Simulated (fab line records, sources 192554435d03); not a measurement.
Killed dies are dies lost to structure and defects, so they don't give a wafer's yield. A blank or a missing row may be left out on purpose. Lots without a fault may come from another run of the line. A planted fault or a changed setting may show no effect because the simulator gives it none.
Which tool did it? | flow n5_finfet | 11 lots, 31 wafers sampled, at 1 step of a route of 1938

WHAT THE GAUGES READ, wafer by wafer
N5_BEOL_M10_OVL_MEAS_12. Usual: M10_OVL -0.3 nm, standard deviation 0.71.
lot  | measured     | on         | M10_OVL (nm)   | flag
L207 | day 9 17:07  | overlay-02 | -0.6 -1.8 -0.4 |
L206 | day 9 17:26  | overlay-01 | 0.1 -0.5 0.6   |
L209 | day 10 16:47 | overlay-01 | -0.4 -0.4      |
L210 | day 10 21:52 | overlay-01 | 0.2 0.0 0.6    |
L212 | day 11 05:43 | overlay-02 | 0.6 0.2 -0.2   |
L211 | day 11 06:20 | overlay-01 | 0.1 1.6 0.8    |
L214 | day 11 11:09 | overlay-01 | -0.4 0.7 0.4   |
L222 | day 13 16:52 | overlay-02 | -1.3 -1.4      |
L226 | day 14 19:02 | overlay-01 | -0.3 0.5 -0.3  |
L227 | day 15 02:59 | overlay-01 | 0.1 -1.2 -0.4  |
L229 | day 15 11:17 | overlay-02 | -0.1 0.6 0.7   |

WHICH TOOL RAN EACH LOT (tool, then ch and the chambers of the sampled wafers, then the start)
The record holds no process step before these readings.

WHAT THE TOOLS THEMSELVES READ (means of the sampled wafers that have a number; where no wafer has one, the mark that the record gives instead)
The record holds no such reading with a usual standard deviation.

THE ANSWER, worked out from the rows above alone
Rule: a lot is off if the mean of its wafers that have a number lies more than 3 standard deviations from the usual mean. A lot without any number at a reading at which 4 lots or more have one is off too. The other lots that the step has rows for count as sound. The gauges are gone through in route order, then the tools' own readings, and for those a lot's mean is taken as printed above. The first step at which some lot is off is used, and at that step the reading that is off furthest; a lot without a number counts as furthest.
No lot is off at any reading shown: from this, nothing can be told.

WHAT THE SIMULATOR HAD PUT IN
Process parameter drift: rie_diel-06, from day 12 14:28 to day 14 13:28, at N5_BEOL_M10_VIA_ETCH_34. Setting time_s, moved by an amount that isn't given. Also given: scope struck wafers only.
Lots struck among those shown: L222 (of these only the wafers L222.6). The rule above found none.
